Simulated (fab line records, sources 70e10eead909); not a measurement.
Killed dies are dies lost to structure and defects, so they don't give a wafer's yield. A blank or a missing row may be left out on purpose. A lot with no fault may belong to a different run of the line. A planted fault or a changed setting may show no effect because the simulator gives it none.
Which tool did it? -- flow nandHarc -- 11 lots with 33 wafers sampled at 6 steps, on a route of 1302 steps

== WHAT THE GAUGES READ, wafer by wafer ==
NHARC_A_BLC_CD_MEAS_10: target cd 100 nm.
lot,measured,on,cdNm (nm)
L868,day 22 12:06,cdSem-03,99.9 100.3 100.8
L869,day 22 15:10,cdSem-02,101.0 100.0 100.3
L870,day 23 01:40,cdSem-02,99.7 99.5 99.2
L871,day 24 05:41,cdSem-02,101.2 100.3 100.2
L873,day 24 08:30,cdSem-02,100.2 99.9 100.8
L874,day 25 02:05,cdSem-03,99.6 99.3 99.3
L880,day 27 10:42,cdSem-03,99.1 99.5 99.5
L884,day 29 05:13,cdSem-02,100.3 99.3 99.5
L887,day 29 21:18,cdSem-01,99.9 100.3 99.7
L888,day 30 13:53,cdSem-03,100.6 101.1 101.5
L891,day 31 10:33,cdSem-01,99.3 99.3 99.2

NHARC_A_M0_CD_MEAS_09: target cd 80 nm.
lot,measured,on,cdNm (nm)
L868,day 22 16:06,cdSem-03,80.4 79.6 79.8
L869,day 22 19:12,cdSem-02,79.7 79.8 79.8
L870,day 23 05:44,cdSem-03,79.5 79.1 79.5
L871,day 24 10:18,cdSem-03,80.2 79.8 80.5
L873,day 24 12:33,cdSem-03,78.7 78.6 79.9
L874,day 25 06:01,cdSem-03,79.8 79.4 80.4
L880,day 27 14:47,cdSem-03,74.0 74.6 73.4
L884,day 29 10:07,cdSem-03,76.7 76.6 76.4
L887,day 30 01:38,cdSem-02,80.5 80.9 79.9
L888,day 30 18:01,cdSem-01,79.7 80.7 80.3
L891,day 31 14:34,cdSem-01,79.3 79.5 79.3

NHARC_END_SORT_01.
lot,measured,on,defectLimitedYield (%),killedAtArray,killedAtOther,killedAtPeriphery,killedDies,killedOpen,killedShort,sort_bin_2_pct (%),sort_bin_3_pct (%),sort_bin_4_pct (%),sortNPass,sortRimYieldPct (%),sortYieldPct (%)
L868,day 24 04:37,prober-02,95.7 96.2 97.0,24 18 15,0 1 0,5 7 5,29 26 20,5 2 3,3 3 3,1.8 1.2 1.0,0 0.1 0.3,2.5 2.5 1.6,648 651 657,94 92 97,95.7 96.2 97.0
L869,day 24 12:27,prober-01,94.2 92.2 92.0,39 47 52,0 0 0,0 6 2,39 53 54,1 5 4,1 4 6,1.9 1.6 3.1,0.4 0.1 0.3,3.4 6.1 4.6,638 624 623,95 92 89,94.2 92.2 92.0
L884,day 31 06:31,prober-02,92.6 93.9 94.2,44 34 35,1 1 1,5 6 3,50 41 39,3 4 5,3 2 2,2.1 3.0 1.9,1.2 0.3 0.1,4.1 2.8 3.7,627 636 638,89 95 89,92.6 93.9 94.2
L887,day 31 17:59,prober-02,96.0 91.1 95.9,27 57 26,0 1 1,0 2 1,27 60 28,4 5 4,0 3 3,1.8 4.0 2.1,0.4 0.9 0.4,1.8 4.0 1.6,650 617 649,92 90 92,96.0 91.1 95.9
L888,day 32 20:22,prober-01,92.3 90.1 92.2,52 66 52,0 1 0,0 0 1,52 67 53,4 5 1,3 2 3,2.4 3.5 2.4,0.9 0.6 0.7,4.4 5.8 4.7,625 610 624,97 94 99,92.3 90.1 92.2

== WHICH TOOL RAN EACH LOT (tool, then ch and the chambers of the sampled wafers, then the start) ==
lot,NHARC_A_BLC_CVD_24,NHARC_A_M0_EXPOSE_06,NHARC_A_M0_ETCH_15
L868,"cvdW-02 ch 1, day 22 15:58 or earlier","arfiScanner-01 ch 0, day 22 15:58","rieDiel-02 ch 0,1,3, day 24 04:37 or earlier"
L869,"cvdW-02 ch 0,1, day 22 19:04 or earlier","arfiScanner-02 ch 0, day 22 19:04","rieDiel-08 ch 0,2,3, day 24 12:27 or earlier"
L870,"cvdW-02 ch 0,1, day 23 05:35 or earlier","arfiScanner-01 ch 0, day 23 05:35","rieDiel-09 ch 0,2,3, no start"
L871,"cvdW-02 ch 0, day 24 10:10 or earlier","arfiScanner-02 ch 0, day 24 10:10","rieDiel-08 ch 0,2, no start"
L873,"cvdW-01 ch 0,1, day 24 12:25 or earlier","arfiScanner-02 ch 0, day 24 12:25","rieDiel-08 ch 0,1, no start"
L874,"cvdW-01 ch 0,1, day 25 05:52 or earlier","arfiScanner-02 ch 0, day 25 05:52","rieDiel-08 ch 1,2,3, no start"
L880,"cvdW-02 ch 0,1, day 27 14:40 or earlier","arfiScanner-02 ch 0, day 27 14:40","rieDiel-08 ch 2,3, no start"
L884,"cvdW-01 ch 0,1, day 29 09:59 or earlier","arfiScanner-02 ch 0, day 29 09:59","rieDiel-02 ch 0,1,2, day 31 06:31 or earlier"
L887,"cvdW-01 ch 0, day 30 01:29 or earlier","arfiScanner-01 ch 0, day 30 01:29","rieDiel-08 ch 1,2, day 31 17:59 or earlier"
L888,"cvdW-02 ch 0,1, day 30 17:53 or earlier","arfiScanner-01 ch 0, day 30 17:53","rieDiel-09 ch 0,2,3, day 32 20:22 or earlier"
L891,"cvdW-02 ch 0,1, day 31 14:26 or earlier","arfiScanner-03 ch 0, day 31 14:26","rieDiel-08 ch 1,2,3, no start"
- NHARC_A_BLC_CVD_24: deposits W, target thk 150 nm, time 434 s.
- NHARC_A_M0_EXPOSE_06: exposes mask A M0, target cd 80 nm.
- NHARC_A_M0_ETCH_15: etches the open film in C4F8/Ar, target depth 150 nm, overetch 15 nm, time 82.5 s.

== AS READ BY THE TOOLS THEMSELVES (means over the sampled wafers that have a number; for cases with no such wafer, the mark the record gives instead) ==
NHARC_A_BLC_CVD_24.
lot,tool,chamberPressureTorr (Torr),heaterPowerW (W),throttleValvePct (%)
L868,cvdW-02,40.06,466,8.06
L869,cvdW-02,40.00,447,7.95
L870,cvdW-02,40.02,443,8.09
L871,cvdW-02,40.04,409,8.06
L873,cvdW-01,39.99,399,7.93
L874,cvdW-01,39.97,400,8.18
L880,cvdW-02,40.08,445,8.26
L884,cvdW-01,39.94,401,8.31
L887,cvdW-01,40.05,414,8.20
L888,cvdW-02,40.01,441,8.29
L891,cvdW-02,40.09,437,8.44

NHARC_A_M0_EXPOSE_06.
lot,tool,exposureDoseMJCm2
L868,arfiScanner-01,83.37
L869,arfiScanner-02,83.22
L870,arfiScanner-01,83.30
L871,arfiScanner-02,83.26
L873,arfiScanner-02,83.16
L874,arfiScanner-02,83.14
L880,arfiScanner-02,77.26
L884,arfiScanner-02,78.44
L887,arfiScanner-01,83.24
L888,arfiScanner-01,83.35
L891,arfiScanner-03,83.19

NHARC_A_M0_ETCH_15.
lot,tool,oesProductAu (a.u.),rfVppV (V)
L868,rieDiel-02,0.968,440.0
L869,rieDiel-08,0.918,442.7
L870,rieDiel-09,0.966,437.9
L871,rieDiel-08,0.970,443.7
L873,rieDiel-08,0.975,442.1
L874,rieDiel-08,0.919,442.3
L880,rieDiel-08,0.959,444.3
L884,rieDiel-02,0.952,437.5
L887,rieDiel-08,0.920,442.9
L888,rieDiel-09,0.972,437.5
L891,rieDiel-08,0.968,442.2

== THE ANSWER, worked out from the rows above alone ==
Rule: the usual values come from the lots themselves. Put in order of their means at a reading, lots are off if they are a third of the lots or fewer, leave a main group of 4 or more, and stand apart from it by a gap of 3 or more times the standard deviation of the main group's means; of several such gaps the widest counts. A main group is skipped when, at the precision printed for the reading in the tables above, its means are all equal. A lot without any number at a reading at which 4 lots or more have one is off too. Where the step has rows for the other lots, those lots are counted as sound. After the gauges, taken in route order, come the tools' own readings; for these a lot's mean is taken, as printed above. At the first step where some lot is off, the reading lying furthest off is the one used; lots without a number count as furthest.
Off: L880, L884, at NHARC_A_M0_CD_MEAS_09 (cdNm). The main group has a mean of 79.8 nm with a standard deviation of 0.43.
If a tool, at a process step before that reading, ran all the lots that are off and no sound lot after the first of them, it fits. The gauges at NHARC_A_M0_CD_MEAS_09 aren't tried: what is off there is off at NHARC_A_M0_EXPOSE_06 too, on other tools, and a gauge's error can't cause that. NHARC_A_BLC_CVD_24 gives no start for some lots, so the hours and the order of its lots are those of NHARC_A_M0_EXPOSE_06. One candidate fits, namely arfiScanner-02 at NHARC_A_M0_EXPOSE_06. Its last sound lot is L874 (day 25 05:52), its first lot that is off L880 (day 27 14:40): a fault that began between those two fits.
On the lots that are off, the tool's own readings at NHARC_A_M0_EXPOSE_06 differ by more than 5 times the standard deviation of the sound lots' means, which bears it out; exposureDoseMJCm2 reads 77.85 there versus 83.25 on the sound lots.

== WHAT THE SIMULATOR PUT IN ==
Process parameter drift: arfiScanner-02, from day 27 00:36 on, at NHARC_A_M0_EXPOSE_06. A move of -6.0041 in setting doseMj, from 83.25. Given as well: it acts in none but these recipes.
Struck lots among those shown: L880, L884. This agrees with what the rule above found.
